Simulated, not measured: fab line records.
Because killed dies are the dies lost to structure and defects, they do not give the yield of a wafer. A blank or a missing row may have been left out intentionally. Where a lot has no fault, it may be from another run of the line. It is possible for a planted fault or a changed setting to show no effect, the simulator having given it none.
fab line records	flow n5Finfet
record: lots: 24	wafers: 72	lastDay: 17
route steps=1938 shown MOL_CONTACT_COAG@573 BEOL_M0_SAQP@656
lots untouched by any fault: they come from a run of this same line in which no faults occurred
startH: hours from the record's opening day to when the first of the lot's shown wafers began	waitH: how many hours have passed since the lot's step before this one	" the same as in the row above	L1.1+2: several wafers, shown together as one row	- no value, or no start was given	* or withheld: withheld	< > ~ a bound
route shown NAME@n: names a module that has steps shown in the file, with the first one's number in the route	usual: average and standard deviation across the fault-free wafers	same: alike in all rows	chamber/n: place in a boat	sites: the reading at each site	_std_site: how widely they spread, as a standard deviation	_edge_site: the outer-site mean with the inner-site mean subtracted	radiusMm: for every site, how far away it sits from the centre of the wafer	mask NAME#n: copy n	behind: the last tool/chamber to shape the wafer	hold: why the lot was held/for how many hours/how that ended	device: which transistor (n, p or np) failed to switch	end of line: the same wafers' tests at the end of the route	where a step has no rows: the recipe by itself	killed: at the first sort, the dies lost to defects and structure; wafer yield is something else	map: a wafer's dies, x killed, . not, _ none there
set.NAME: setting as actually run; set.NAME@STEP: the setting as run at that earlier step	model.NAME: the simulator's own value behind a step, which no gauge read
the route's steps for a sample of lots (tables are steps, rows are wafers)
services: when a tool's chamber went out of use (startH, in hours from the record's first day, below 0 if earlier), for how many hours, and the reason
== steps ==
step: N5_MOL_CONTACT_COAG_CD_MEAS_84
recipe: targetCdNm: 25.1	landingEnergyEv: 500	detector: seInlens	polarity: opening
usual: cdNm: 25.07/0.25
lot.wafer	tool	chamber	startH	waitH	cdNm
L074.1	cdSem-01	0	100.95	-	25.14
L074.3	"	0	"	"	25.32
L074.6	"	0	"	"	25.07
L075.1	cdSem-01	0	109.76	-	25.19
L075.3	"	0	"	"	25.33
L075.6	"	0	"	"	25.22
L076.1	cdSem-02	0	111.23	-	25.18
L076.4	"	0	"	"	24.96
L076.6	"	0	"	"	24.85
L077.2	cdSem-01	0	116.76	-	25.74
L077.3	"	0	"	"	24.76
L077.5	"	0	"	"	24.72
L078.1	cdSem-03	0	122.66	-	24.90
L078.2	"	0	"	"	24.53
L078.5	"	0	"	"	24.99
L079.2	cdSem-02	0	130.51	-	25.60
L079.4	"	0	"	"	25.14
L079.6	"	0	"	"	25.09
L080.1	cdSem-01	0	136.54	-	25.09
L080.4	"	0	"	"	24.95
L080.5	"	0	"	"	25.08
L081.3	cdSem-01	0	143.56	-	24.74
L081.5	"	0	"	"	25.01
L081.6	"	0	"	"	24.81
L082.1	cdSem-02	0	146.55	-	25.20
L082.2	"	0	"	"	25.26
L082.5	"	0	"	"	24.60
L083.2	cdSem-02	0	152.43	-	25.89
L083.3	"	0	"	"	25.88
L083.4	"	0	"	"	25.23
L084.1	cdSem-02	0	159.21	-	25.12
L084.2	"	0	"	"	24.85
L084.3	"	0	"	"	25.17
L085.1	cdSem-03	0	167.19	-	24.94
L085.2	"	0	"	"	25.43
L085.3	"	0	"	"	24.96
L086.1	cdSem-02	0	170.44	-	24.90
L086.2	"	0	"	"	25.19
L086.4	"	0	"	"	25.08
L087.1	cdSem-03	0	180.29	-	24.73
L087.5	"	0	"	"	25.00
L087.6	"	0	"	"	24.94
L088.2	cdSem-02	0	184.87	-	25.00
L088.3	"	0	"	"	25.08
L088.5	"	0	"	"	25.51
L089.2	cdSem-03	0	190.03	-	25.01
L089.5	"	0	"	"	24.90
L089.6	"	0	"	"	25.02
L090.1	cdSem-03	0	192.96	-	25.07
L090.3	"	0	"	"	25.21
L090.4	"	0	"	"	25.14
L091.1	cdSem-03	0	199.21	-	25.08
L091.2	"	0	"	"	24.83
L091.6	"	0	"	"	25.22
L092.1	cdSem-03	0	209.55	-	25.15
L092.2	"	0	"	"	25.37
L092.4	"	0	"	"	24.96
L093.2	cdSem-03	0	210.46	-	24.92
L093.5	"	0	"	"	24.86
L093.6	"	0	"	"	24.78
L094.3	cdSem-02	0	222.76	-	25.12
L094.4	"	0	"	"	25.06
L094.5	"	0	"	"	25.16
L095.1	cdSem-01	0	225.19	-	25.15
L095.2	"	0	"	"	25.20
L095.6	"	0	"	"	25.24
L096.1	cdSem-01	0	232.01	-	25.56
L096.2	"	0	"	"	25.23
L096.5	"	0	"	"	25.23
L097.1	cdSem-02	0	235.26	-	25.06
L097.2	"	0	"	"	25.06
L097.5	"	0	"	"	24.92
step: N5_BEOL_M0_SAQP_HM_OPEN_112
recipe: chemistry: CHF3/O2	target: SiO2	stopOn: a-Si	targetDepthA: 120	overEtchFrac: 1.25	maskMaterial: SOC	timeS: 13.5	pressureMtorr: 30	sourceW: 650	biasW: 170	Ar_flow_sccm: 200	CHF3_flow_sccm: 50	O2_flow_sccm: 5	ionEnergyEv: 200	ends: endPoint
usual: drypumpMotorCurrentA: 5.5/0.4	oesProductAu: 0.51/0.065	rfVppV: 520/8.4	showerheadPlenumPTorr: 2.44/0.083	throttleValvePct: 18.80/0.21
lot.wafer	tool	chamber	startH	waitH	drypumpMotorCurrentA	oesProductAu	rfHoursCounterH	rfVppV	showerheadPlenumPTorr	throttleValvePct
L074.1	rieDiel-04	1	110.02	0.0	5.1	0.46	226	523	2.47	18.80
L074.3	"	3	"	"	6.0	0.47	190	520	2.28	19.06
L074.6	"	3	"	"	5.9	0.47	-	520	2.28	19.05
L075.1	rieDiel-02	1	119.12	0.0	5.6	0.49	137	519	2.52	19.00
L075.3	"	2	"	"	5.1	0.47	185	535	2.41	18.73
L075.6	"	2	"	"	5.1	0.48	-	535	2.41	18.72
L076.1	rieDiel-01	1	120.31	0.0	6.0	0.46	239	533	2.38	18.77
L076.4	"	0	"	"	5.3	0.56	57	528	2.55	18.77
L076.6	"	3	"	"	5.7	0.47	-	509	2.50	18.79
L077.2	rieDiel-01	0	143.16	0.0	5.3	0.55	64	525	2.54	18.78
L077.3	"	1	"	"	6.0	0.45	247	531	2.38	18.80
L077.5	"	0	"	"	5.3	0.55	-	526	2.54	18.76
L078.1	rieDiel-04	2	143.32	0.0	4.7	0.61	10	523	2.57	18.66
L078.2	"	0	"	"	5.4	0.62	3	524	2.37	18.57
L078.5	"	3	"	"	5.9	0.47	-	521	2.27	19.08
L079.2	rieDiel-01	2	143.60	0.0	5.4	0.48	166	513	2.41	19.00
L079.4	"	0	"	"	5.4	0.56	64	526	2.54	18.78
L079.6	"	2	"	"	5.4	0.48	-	515	2.41	19.01
L080.1	rieDiel-02	2	146.51	0.0	5.1	0.47	194	535	2.41	18.76
L080.4	"	3	"	"	4.9	0.59	30	517	2.36	18.83
L080.5	"	1	"	"	5.6	0.49	-	518	2.52	19.01
L081.3	rieDiel-04	1	153.03	0.0	5.1	0.45	241	524	2.47	18.83
L081.5	"	3	"	"	5.9	0.47	-	519	2.27	19.09
L081.6	"	2	"	"	4.7	0.59	-	523	2.57	18.67
L082.1	rieDiel-04	1	155.34	0.0	5.1	0.45	241	525	2.47	18.84
L082.2	"	0	"	"	5.4	0.62	7	524	2.37	18.56
L082.5	"	2	"	"	4.7	0.60	-	525	2.57	18.65
L083.2	rieDiel-04	3	162.82	0.0	5.9	0.47	209	521	2.27	19.07
L083.3	"	0	"	"	5.4	0.62	10	524	2.37	18.58
L083.4	"	2	"	"	4.7	0.60	17	524	2.57	18.66
L084.1	rieDiel-01	3	168.11	0.0	5.7	0.46	191	510	2.49	18.83
L084.2	"	0	"	"	5.3	0.55	74	527	2.54	18.80
L084.3	"	2	"	"	5.4	0.48	176	515	2.41	19.01
L085.1	rieDiel-01	1	175.77	0.0	6.0	0.65	2	533	2.38	18.33
L085.2	"	0	"	"	5.3	0.55	76	525	2.54	18.80
L085.3	"	3	"	"	5.7	0.46	192	507	2.49	18.82
L086.1	rieDiel-04	2	180.46	0.0	4.7	0.59	23	523	2.57	18.66
L086.2	"	0	"	"	5.4	0.62	15	524	2.36	18.60
L086.4	"	0	"	"	5.4	0.62	-	524	2.36	18.58
L087.1	rieDiel-01	2	189.81	0.0	5.4	0.47	182	514	2.40	19.04
L087.5	"	0	"	"	5.3	0.54	-	528	2.54	18.79
L087.6	"	3	"	"	5.7	0.46	-	508	2.49	18.82
L088.2	rieDiel-01	0	193.26	0.0	5.4	0.52	83	526	2.54	18.80
L088.3	"	1	"	"	6.0	0.64	5	531	2.37	18.31
L088.5	"	3	"	"	5.7	0.45	-	508	2.49	18.83
L089.2	rieDiel-04	0	199.22	0.0	5.4	0.60	22	526	2.36	18.59
L089.5	"	2	"	"	4.7	0.58	-	524	2.57	18.67
L089.6	"	1	"	"	5.1	0.64	-	522	2.46	18.44
L090.1	rieDiel-02	3	204.13	0.0	5.0	0.56	50	515	2.36	18.87
L090.3	"	0	"	"	6.5	0.63	1	503	2.47	18.25
L090.4	"	2	"	"	5.1	0.46	214	534	2.40	18.79
L091.1	rieDiel-01	2	207.23	0.0	5.4	0.47	187	514	2.40	19.03
L091.2	"	1	"	"	6.0	0.62	8	533	2.37	18.33
L091.6	"	0	"	"	5.3	0.54	-	526	2.53	18.82
L092.1	rieDiel-01	0	217.71	0.0	5.3	0.53	89	526	2.53	18.83
L092.2	"	1	"	"	6.0	0.62	11	531	2.37	18.34
L092.4	"	2	"	"	5.4	0.47	190	515	2.40	19.02
L093.2	rieDiel-02	3	222.31	0.0	4.9	0.55	55	517	2.35	18.87
L093.5	"	1	"	"	5.6	0.48	-	519	2.51	19.04
L093.6	"	2	"	"	5.1	0.47	-	534	2.40	18.79
L094.3	rieDiel-01	3	232.33	0.0	5.7	0.45	209	510	2.48	18.86
L094.4	"	0	"	"	5.3	0.53	94	527	2.53	18.83
L094.5	"	3	"	"	5.7	0.45	-	508	2.48	18.85
L095.1	rieDiel-01	3	234.02	0.0	5.7	0.45	210	508	2.48	18.85
L095.2	"	2	"	"	5.5	0.47	194	513	2.40	19.05
L095.6	"	2	"	"	5.4	0.46	-	514	2.40	19.04
L096.1	rieDiel-01	2	240.02	0.0	5.4	0.46	196	515	2.40	19.05
L096.2	"	1	"	"	6.0	0.61	18	533	2.37	18.33
L096.5	"	3	"	"	5.7	0.46	-	508	2.48	18.86
L097.1	rieDiel-01	0	244.77	0.0	5.3	0.52	98	526	2.53	18.83
L097.2	"	3	"	"	5.7	0.45	214	509	2.48	18.85
L097.5	"	2	"	"	5.4	0.47	-	514	2.40	19.06
step: N5_BEOL_M0_SAQP_ETCH_101
recipe: chemistry: CH3F/O2	target: SiNx	maskMaterial: SiO2	targetDepthA: 299	timeS: 42.7	pressureMtorr: 30	sourceW: 395	biasW: 73	Ar_flow_sccm: 150	CH3F_flow_sccm: 30	O2_flow_sccm: 20	ionEnergyEv: 120
usual: drypumpMotorCurrentA: 5.4/0.42	oesProductAu: 0.81/0.11	rfVppV: 296/4.1	showerheadPlenumPTorr: 2.02/0.083	throttleValvePct: 16.31/0.23
lot.wafer	tool	chamber	startH	waitH	drypumpMotorCurrentA	oesProductAu	rfHoursCounterH	rfVppV	showerheadPlenumPTorr	throttleValvePct
L074.1	rieDiel-01	0	111.58	0.0	5.3	0.88	55	299	2.12	16.25
L074.3	"	2	"	"	5.4	0.73	155	292	2.00	16.49
L074.6	"	0	"	"	5.3	0.88	-	300	2.12	16.23
L075.1	rieDiel-04	3	120.76	0.0	5.9	0.72	194	295	1.89	16.65
L075.3	"	1	"	"	5.1	0.71	230	296	2.05	16.36
L075.6	"	1	"	"	5.1	0.70	-	297	2.05	16.37
L076.1	rieDiel-01	1	122.07	0.2	6.0	0.68	239	302	1.97	16.32
L076.4	"	2	"	"	5.4	0.74	158	292	2.00	16.50
L076.6	"	0	"	"	5.3	0.88	-	298	2.12	16.27
L077.2	rieDiel-01	2	145.72	0.0	5.4	0.72	166	291	2.00	16.53
L077.3	"	3	"	"	5.7	0.71	181	289	2.07	16.34
L077.5	"	2	"	"	5.5	0.72	-	292	2.00	16.52
L078.1	rieDiel-04	2	146.08	0.0	4.7	0.94	11	297	2.15	16.17
L078.2	"	3	"	"	5.9	0.70	203	296	1.89	16.64
L078.5	"	0	"	"	5.4	0.98	-	299	1.96	16.06
L079.2	rieDiel-02	1	146.18	0.0	5.6	0.75	147	294	2.09	16.52
L079.4	"	2	"	"	5.1	0.72	194	303	2.00	16.29
L079.6	"	2	"	"	5.1	0.72	-	304	2.00	16.29
L080.1	rieDiel-04	1	148.58	0.1	5.1	0.69	239	296	2.05	16.38
L080.4	"	3	"	"	5.9	0.71	204	296	1.88	16.65
L080.5	"	2	"	"	4.7	0.93	-	298	2.15	16.16
L081.3	rieDiel-04	0	155.93	0.1	5.4	0.97	7	297	1.96	16.06
L081.5	"	2	"	"	4.7	0.93	-	297	2.14	16.17
L081.6	"	3	"	"	5.9	0.70	-	297	1.88	16.65
L082.1	rieDiel-04	1	156.86	0.1	5.1	0.69	242	296	2.05	16.37
L082.2	"	0	"	"	5.4	0.97	7	297	1.96	16.07
L082.5	"	2	"	"	4.7	0.94	-	296	2.14	16.17
L083.2	rieDiel-01	2	164.40	0.2	5.4	0.72	174	292	2.00	16.54
L083.3	"	3	"	"	5.7	0.71	189	289	2.07	16.37
L083.4	"	2	"	"	5.4	0.71	-	292	2.00	16.53
L084.1	rieDiel-02	1	169.52	0.0	5.6	0.75	155	296	2.09	16.53
L084.2	"	0	"	"	6.5	0.69	245	287	2.05	16.28
L084.3	"	2	"	"	5.1	0.70	202	304	1.99	16.30
L085.1	rieDiel-04	1	177.54	0.4	5.1	0.68	250	297	2.05	16.39
L085.2	"	0	"	"	5.3	0.95	14	298	1.96	16.08
L085.3	"	2	"	"	4.7	0.92	22	298	2.14	16.20
L086.1	rieDiel-04	0	183.22	0.0	5.3	0.93	16	298	1.96	16.08
L086.2	"	3	"	"	5.9	0.69	215	295	1.88	16.67
L086.4	"	3	"	"	5.9	0.69	-	295	1.88	16.66
L087.1	rieDiel-02	1	192.26	0.2	5.6	0.73	163	293	2.09	16.55
L087.5	"	1	"	"	5.6	0.74	-	294	2.09	16.55
L087.6	"	3	"	"	5.0	0.86	-	292	1.95	16.35
L088.2	rieDiel-01	1	195.16	0.0	6.0	1.00	5	303	1.97	15.83
L088.3	"	0	"	"	5.3	0.84	83	300	2.11	16.30
L088.5	"	0	"	"	5.3	0.82	-	297	2.11	16.32
L089.2	rieDiel-01	3	200.63	0.0	5.7	0.71	201	289	2.07	16.38
L089.5	"	1	"	"	6.0	1.00	-	301	1.97	15.83
L089.6	"	0	"	"	5.3	0.84	-	300	2.11	16.32
L090.1	rieDiel-01	2	205.54	0.0	5.4	0.71	187	293	1.99	16.57
L090.3	"	3	"	"	5.7	0.70	201	288	2.06	16.37
L090.4	"	0	"	"	5.3	0.83	86	298	2.11	16.32
L091.1	rieDiel-04	1	210.00	0.2	5.1	0.99	4	297	2.04	15.93
L091.2	"	0	"	"	5.4	0.93	26	298	1.96	16.11
L091.6	"	3	"	"	5.9	0.70	-	297	1.88	16.67
L092.1	rieDiel-04	3	219.13	0.0	5.9	0.70	226	295	1.88	16.69
L092.2	"	0	"	"	5.4	0.92	28	298	1.96	16.09
L092.4	"	1	"	"	5.1	0.99	6	295	2.04	15.92
L093.2	rieDiel-01	3	225.27	0.2	5.7	0.68	207	288	2.06	16.39
L093.5	"	0	"	"	5.3	0.81	-	299	2.10	16.31
L093.6	"	1	"	"	6.0	0.97	-	301	1.96	15.84
L094.3	rieDiel-01	1	233.74	0.0	5.9	0.95	16	301	1.96	15.85
L094.4	"	0	"	"	5.3	0.83	94	299	2.10	16.35
L094.5	"	2	"	"	5.4	0.71	-	292	1.99	16.57
L095.1	rieDiel-04	2	236.18	0.0	4.7	0.89	41	296	2.13	16.22
L095.2	"	1	"	"	5.1	0.95	12	297	2.04	15.92
L095.6	"	3	"	"	5.9	0.68	-	296	1.88	16.69
L096.1	rieDiel-04	1	241.43	0.0	5.1	0.96	13	296	2.04	15.95
L096.2	"	2	"	"	4.7	0.87	43	297	2.13	16.23
L096.5	"	3	"	"	6.0	0.68	-	297	1.87	16.70
L097.1	rieDiel-01	2	246.32	0.2	5.4	0.70	199	292	1.99	16.59
L097.2	"	1	"	"	6.0	0.95	20	301	1.96	15.83
L097.5	"	0	"	"	5.3	0.81	-	299	2.10	16.34
step: N5_BEOL_M0_SAQP_MANDREL_ETCH_103
recipe: chemistry: HBr/Cl2	target: a-Si	targetDepthA: 450	btTimeS: 10	stopOn: SiCN	maskMaterial: SiO2	overEtchFrac: 0.8	timeS: 27	pressureMtorr: 10	icpW: 800	biasW: 75	HBr_flow_sccm: 150	Cl2_flow_sccm: 80	ends: endPoint
usual: drypumpMotorCurrentA: 5.76/0.27	oesProductAu: 0.680/0.011	throttleValvePct: 35.6/0.32
lot.wafer	tool	chamber	startH	waitH	drypumpMotorCurrentA	oesProductAu	rfHoursCounterH	throttleValvePct
L074.1	rieSi-01	1	111.72	0.0	5.98	0.681	19	35.5
L074.3	"	0	"	"	5.79	0.673	177	36.1
L074.6	"	0	"	"	5.77	0.683	-	36.1
L075.1	rieSi-01	0	120.90	0.0	5.80	0.682	177	36.1
L075.3	"	1	"	"	6.00	0.688	19	35.5
L075.6	"	2	"	"	5.31	0.691	-	35.2
L076.1	rieSi-01	1	122.21	0.0	6.00	0.685	19	35.5
L076.4	"	3	"	"	5.91	0.671	112	35.6
L076.6	"	0	"	"	5.77	0.702	-	36.1
L077.2	rieSi-02	3	145.86	0.0	5.81	0.661	24	35.1
L077.3	"	1	"	"	5.79	0.686	186	35.3
L077.5	"	0	"	"	5.23	0.686	-	35.6
L078.1	rieSi-02	1	146.22	0.0	5.82	0.694	186	35.4
L078.2	"	3	"	"	5.84	0.657	24	35.2
L078.5	"	3	"	"	5.82	0.661	-	35.1
L079.2	rieSi-01	1	146.31	0.0	6.00	0.681	19	35.5
L079.4	"	0	"	"	5.75	0.695	177	36.1
L079.6	"	3	"	"	5.91	0.682	-	35.6
L080.1	rieSi-06	2	148.72	0.0	6.05	0.678	8	35.4
L080.4	"	0	"	"	5.91	0.698	9	36.2
L080.5	"	1	"	"	5.83	0.685	-	35.8
L081.3	rieSi-02	2	156.08	0.0	5.84	0.670	43	35.8
L081.5	"	2	"	"	5.87	0.672	-	35.7
L081.6	"	3	"	"	5.84	0.660	-	35.1
L082.1	rieSi-06	1	157.00	0.0	5.84	0.684	163	35.8
L082.2	"	2	"	"	6.03	0.679	8	35.4
L082.5	"	0	"	"	5.93	0.701	-	36.2
L083.2	rieSi-01	3	164.54	0.0	5.97	0.674	113	35.6
L083.3	"	0	"	"	5.78	0.683	178	36.1
L083.4	"	1	"	"	6.01	0.685	20	35.5
L084.1	rieSi-01	0	169.66	0.0	5.75	0.687	178	36.1
L084.2	"	2	"	"	5.32	0.678	178	35.2
L084.3	"	3	"	"	5.95	0.678	113	35.6
L085.1	rieSi-02	1	177.68	0.0	5.82	0.695	187	35.3
L085.2	"	0	"	"	5.24	0.671	70	35.6
L085.3	"	3	"	"	5.80	0.665	25	35.1
L086.1	rieSi-02	2	183.36	0.0	5.84	0.671	43	35.7
L086.2	"	3	"	"	5.82	0.665	25	35.1
L086.4	"	1	"	"	5.79	0.701	187	35.3
L087.1	rieSi-01	0	192.40	0.0	5.77	0.663	178	36.1
L087.5	"	0	"	"	5.77	0.700	-	36.1
L087.6	"	1	"	"	6.01	0.683	-	35.5
L088.2	rieSi-02	1	195.30	0.0	5.81	0.705	187	35.3
L088.3	"	0	"	"	5.23	0.686	70	35.6
L088.5	"	3	"	"	5.82	0.681	-	35.1
L089.2	rieSi-02	0	200.77	0.0	5.25	0.683	70	35.6
L089.5	"	3	"	"	5.81	0.672	-	35.1
L089.6	"	0	"	"	5.25	0.677	-	35.6
L090.1	rieSi-02	1	205.68	0.0	5.81	0.684	187	35.4
L090.3	"	2	"	"	5.85	0.669	44	35.8
L090.4	"	0	"	"	5.26	0.669	70	35.6
L091.1	rieSi-02	1	210.14	0.0	5.84	0.695	187	35.3
L091.2	"	0	"	"	5.23	0.669	70	35.6
L091.6	"	0	"	"	5.24	0.689	-	35.6
L092.1	rieSi-06	3	219.26	0.0	6.22	0.672	104	35.2
L092.2	"	0	"	"	5.96	0.690	11	36.3
L092.4	"	1	"	"	5.83	0.682	164	35.8
L093.2	rieSi-02	3	225.41	0.0	5.85	0.664	26	35.2
L093.5	"	2	"	"	5.85	0.665	-	35.8
L093.6	"	0	"	"	5.23	0.683	-	35.6
L094.3	rieSi-01	1	233.88	0.0	6.00	0.670	21	35.5
L094.4	"	0	"	"	5.76	0.685	179	36.1
L094.5	"	3	"	"	5.94	0.686	-	35.6
L095.1	rieSi-02	0	236.32	0.0	5.24	0.681	71	35.6
L095.2	"	2	"	"	5.86	0.677	44	35.7
L095.6	"	3	"	"	5.81	0.671	-	35.1
L096.1	rieSi-01	3	241.56	0.0	5.91	0.680	115	35.6
L096.2	"	0	"	"	5.74	0.685	179	36.1
L096.5	"	3	"	"	5.94	0.689	-	35.6
L097.1	rieSi-06	3	246.45	0.0	6.21	0.676	104	35.2
L097.2	"	0	"	"	5.91	0.696	11	36.2
L097.5	"	3	"	"	6.19	0.685	-	35.2
step: N5_BEOL_M0_SAQP_RECESS_104
recipe: chemistry: HF/NH3	target: SiO2	targetDepthA: 180	afsCycles: 3	tempC: 30	sublimationTempC: 180	sublimationTimeS: 60
usual: drypumpMotorCurrentA: 5.6/0.42
lot.wafer	tool	chamber	startH	waitH	drypumpMotorCurrentA
L074.1	vaporEtch-01	1	111.80	0.1	6.2
L074.3	"	1	"	"	6.2
L074.6	"	0	"	"	5.8
L075.1	vaporEtch-01	1	120.98	0.1	6.2
L075.3	"	0	"	"	5.8
L075.6	"	0	"	"	5.9
L076.1	vaporEtch-02	0	122.29	0.1	5.2
L076.4	"	0	"	"	5.2
L076.6	"	1	"	"	5.3
L077.2	vaporEtch-02	1	145.94	0.1	5.4
L077.3	"	0	"	"	5.1
L077.5	"	0	"	"	5.1
L078.1	vaporEtch-02	1	146.66	0.4	5.4
L078.2	"	0	"	"	5.2
L078.5	"	0	"	"	5.1
L079.2	vaporEtch-02	1	147.02	0.7	5.3
L079.4	"	0	"	"	5.2
L079.6	"	1	"	"	5.3
L080.1	vaporEtch-01	1	148.80	0.1	6.3
L080.4	"	0	"	"	5.8
L080.5	"	1	"	"	6.2
L081.3	vaporEtch-02	0	156.28	0.2	5.2
L081.5	"	0	"	"	5.2
L081.6	"	1	"	"	5.3
L082.1	vaporEtch-02	1	157.08	0.1	5.4
L082.2	"	0	"	"	5.2
L082.5	"	1	"	"	5.3
L083.2	vaporEtch-01	1	164.62	0.1	6.2
L083.3	"	0	"	"	5.8
L083.4	"	1	"	"	6.2
L084.1	vaporEtch-01	1	169.74	0.1	6.3
L084.2	"	0	"	"	5.9
L084.3	"	0	"	"	5.8
L085.1	vaporEtch-01	1	177.76	0.1	6.2
L085.2	"	0	"	"	5.8
L085.3	"	1	"	"	6.2
L086.1	vaporEtch-01	1	183.44	0.1	6.2
L086.2	"	0	"	"	5.8
L086.4	"	0	"	"	5.8
L087.1	vaporEtch-02	1	192.48	0.1	5.4
L087.5	"	1	"	"	5.3
L087.6	"	0	"	"	5.1
L088.2	vaporEtch-02	1	195.38	0.1	5.3
L088.3	"	1	"	"	5.3
L088.5	"	1	"	"	5.3
L089.2	vaporEtch-02	0	200.85	0.1	5.2
L089.5	"	0	"	"	5.1
L089.6	"	1	"	"	5.3
L090.1	vaporEtch-02	1	205.76	0.1	5.3
L090.3	"	1	"	"	5.3
L090.4	"	0	"	"	5.1
L091.1	vaporEtch-02	0	210.22	0.1	5.2
L091.2	"	1	"	"	5.3
L091.6	"	0	"	"	5.2
L092.1	vaporEtch-02	1	219.34	0.1	5.3
L092.2	"	0	"	"	5.2
L092.4	"	1	"	"	5.3
L093.2	vaporEtch-01	0	225.49	0.1	5.8
L093.5	"	1	"	"	6.2
L093.6	"	0	"	"	5.8
L094.3	vaporEtch-02	0	234.08	0.2	5.2
L094.4	"	1	"	"	5.4
L094.5	"	1	"	"	5.4
L095.1	vaporEtch-02	1	236.40	0.1	5.4
L095.2	"	0	"	"	5.2
L095.6	"	0	"	"	5.2
L096.1	vaporEtch-01	0	241.64	0.1	5.8
L096.2	"	1	"	"	6.3
L096.5	"	0	"	"	5.8
L097.1	vaporEtch-01	1	246.54	0.1	6.2
L097.2	"	0	"	"	5.9
L097.5	"	0	"	"	5.8
step: N5_BEOL_M0_SAQP_RECESS_109
recipe: chemistry: HF/NH3	target: SiO2	targetDepthA: 30	afsCycles: 1	tempC: 30	sublimationTempC: 180	sublimationTimeS: 60
usual: drypumpMotorCurrentA: 5.7/0.41
lot.wafer	tool	chamber	startH	waitH	drypumpMotorCurrentA
L074.1	vaporEtch-02	1	112.51	0.0	5.3
L074.3	"	1	"	"	5.4
L074.6	"	0	"	"	5.2
L075.1	vaporEtch-01	1	121.65	0.0	6.2
L075.3	"	0	"	"	5.9
L075.6	"	1	"	"	6.3
L076.1	vaporEtch-01	1	122.90	0.0	6.2
L076.4	"	0	"	"	5.8
L076.6	"	0	"	"	5.8
L077.2	vaporEtch-01	0	147.40	0.9	5.8
L077.3	"	0	"	"	5.8
L077.5	"	0	"	"	5.8
L078.1	vaporEtch-02	1	147.74	0.5	5.3
L078.2	"	0	"	"	5.2
L078.5	"	1	"	"	5.3
L079.2	vaporEtch-01	0	147.88	0.3	5.8
L079.4	"	0	"	"	5.8
L079.6	"	0	"	"	5.8
L080.1	vaporEtch-01	0	149.52	0.2	5.8
L080.4	"	0	"	"	5.8
L080.5	"	1	"	"	6.2
L081.3	vaporEtch-02	0	156.92	0.1	5.2
L081.5	"	1	"	"	5.4
L081.6	"	0	"	"	5.2
L082.1	vaporEtch-01	1	157.69	0.0	6.2
L082.2	"	0	"	"	5.9
L082.5	"	0	"	"	5.8
L083.2	vaporEtch-02	1	165.23	0.0	5.3
L083.3	"	1	"	"	5.3
L083.4	"	0	"	"	5.2
L084.1	vaporEtch-01	0	170.35	0.0	5.8
L084.2	"	1	"	"	6.3
L084.3	"	1	"	"	6.3
L085.1	vaporEtch-02	1	178.37	0.0	5.4
L085.2	"	0	"	"	5.1
L085.3	"	1	"	"	5.3
L086.1	vaporEtch-02	0	184.05	0.0	5.1
L086.2	"	1	"	"	5.4
L086.4	"	1	"	"	5.3
L087.1	vaporEtch-02	1	193.14	0.0	5.3
L087.5	"	1	"	"	5.3
L087.6	"	0	"	"	5.2
L088.2	vaporEtch-02	1	196.10	0.0	5.3
L088.3	"	0	"	"	5.1
L088.5	"	0	"	"	5.2
L089.2	vaporEtch-02	0	201.46	0.0	5.2
L089.5	"	1	"	"	5.3
L089.6	"	0	"	"	5.2
L090.1	vaporEtch-01	1	206.37	0.0	6.2
L090.3	"	1	"	"	6.2
L090.4	"	0	"	"	5.8
L091.1	vaporEtch-01	0	210.83	0.0	5.8
L091.2	"	1	"	"	6.3
L091.6	"	0	"	"	5.8
L092.1	vaporEtch-01	0	219.95	0.0	5.8
L092.2	"	1	"	"	6.2
L092.4	"	0	"	"	5.9
L093.2	vaporEtch-01	0	226.10	0.0	5.8
L093.5	"	0	"	"	5.8
L093.6	"	1	"	"	6.2
L094.3	vaporEtch-01	1	234.88	0.4	6.2
L094.4	"	0	"	"	5.8
L094.5	"	0	"	"	5.9
L095.1	vaporEtch-01	1	237.01	0.0	6.2
L095.2	"	0	"	"	5.8
L095.6	"	0	"	"	5.8
L096.1	vaporEtch-02	0	242.48	0.0	5.2
L096.2	"	1	"	"	5.3
L096.5	"	0	"	"	5.2
L097.1	vaporEtch-01	1	247.33	0.0	6.3
L097.2	"	0	"	"	5.8
L097.5	"	0	"	"	5.8
== services ==
tool	chamber	startH	hours	kind
rieDiel-04	2	86.26	-	clean
rieDiel-04	2	86.26	-	consumableReplace:focusRing
rieDiel-04	2	86.26	-	consumableReplace:showerhead
rieDiel-04	2	86.26	30.1	scheduledDown
rieDiel-04	2	86.26	30.1	ventCycle
rieDiel-02	2	87.37	1.3	repair
rieDiel-02	1	89.59	5.3	repair
rieDiel-01	1	91.99	3.6	repair
rieDiel-02	2	94.72	4.8	repair
rieDiel-04	0	116.36	-	clean
rieDiel-04	0	116.36	-	consumableReplace:focusRing
rieDiel-04	0	116.36	15.9	scheduledDown
rieDiel-04	0	116.36	15.9	ventCycle
vaporEtch-01	1	137.75	11.0	repair
rieDiel-01	1	151.64	-	clean
rieDiel-01	1	151.64	-	consumableReplace:focusRing
rieDiel-01	1	151.64	17.7	scheduledDown
rieDiel-01	1	151.64	17.7	ventCycle
rieDiel-04	1	178.16	-	clean
rieDiel-04	1	178.16	-	consumableReplace:focusRing
rieDiel-04	1	178.16	17.2	scheduledDown
rieDiel-01	1	187.31	5.4	repair
rieSi-02	2	194.42	2.8	repair
rieDiel-02	0	227.10	2.8	repair
== key ==
fault none
